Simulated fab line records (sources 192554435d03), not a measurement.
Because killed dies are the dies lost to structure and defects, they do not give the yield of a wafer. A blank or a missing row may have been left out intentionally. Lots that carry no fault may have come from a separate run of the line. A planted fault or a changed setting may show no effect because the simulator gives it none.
Matching of chambers	flow n5-finfet	N5_FIN_SAQP_SPACER1_ETCHBACK_25 on rie-diel-02 has 4 sister chambers
The step etches SiO2 in CHF3/O2, target depth 24.4 nm, time 12.2 s. 14 wafers are shown with their chamber, then 7 later ones without.

== EACH WAFER AND ITS CHAMBER ==
wafer	chamber	drypump-motor-current-A (A)	throttle-valve-pct (%)	showerhead-plenum-p-Torr (Torr)
L074.3	2	5.1	19.35	2.43
L074.5	0	6.5	18.80	2.55
L074.6	1	6.2	18.70	2.41
L077.2	0	6.5	18.80	2.55
L077.5	2	5.1	19.36	2.43
L077.6	1	6.3	18.70	2.40
L081.2	2	5.1	19.38	2.43
L081.5	2	5.1	19.37	2.43
L081.6	3	5.9	19.13	2.43
L085.2	2	5.1	19.38	2.42
L085.4	3	5.9	19.15	2.43
L085.5	3	5.9	19.14	2.43
L087.3	1	6.3	18.75	2.39
L087.4	0	6.5	18.82	2.54

SIGNATURES, as means of the wafers listed above
reading	chamber 0	chamber 1	chamber 2	chamber 3	scatter within a chamber
drypump-motor-current-A	6.500	6.267	5.100	5.900	0.0258
throttle-valve-pct	18.8067	18.7167	19.3680	19.1400	0.0168
showerhead-plenum-p-Torr	2.5467	2.4000	2.4280	2.4300	0.00589
Rule: for each reading, subtract the chamber's mean from the wafer's reading, divide by that reading's scatter and square the result; add these up over the readings and take the root, which gives the wafer's distance from the chamber. If the next closest chamber is less than 2 further off than the closest, the wafer can't be placed; otherwise it belongs to the closest. The scatter: the root of (the sum of the squares of (reading less its chamber's mean) over the shown wafers, divided by (wafers less chambers)).

== WAFERS WITH NO CHAMBER GIVEN ==
wafer	drypump-motor-current-A (A)	throttle-valve-pct (%)	showerhead-plenum-p-Torr (Torr)
L087.5	6.3	18.73	2.39
L088.1	6.5	18.85	2.54
L088.3	5.1	19.40	2.42
L088.5	6.5	18.83	2.54
L095.2	5.1	19.40	2.42
L095.3	5.9	19.19	2.42
L095.5	6.5	18.87	2.54

== WHICH CHAMBER EACH ONE RAN IN ==
wafer	from the rows above	in truth
L087.5	1	1
L088.1	0	0
L088.3	2	2
L088.5	0	0
L095.2	2	2
L095.3	3	3
L095.5	0	0
Correctly placed: 7 of 7. Not placeable from these rows: 0. Placed wrongly: 0.
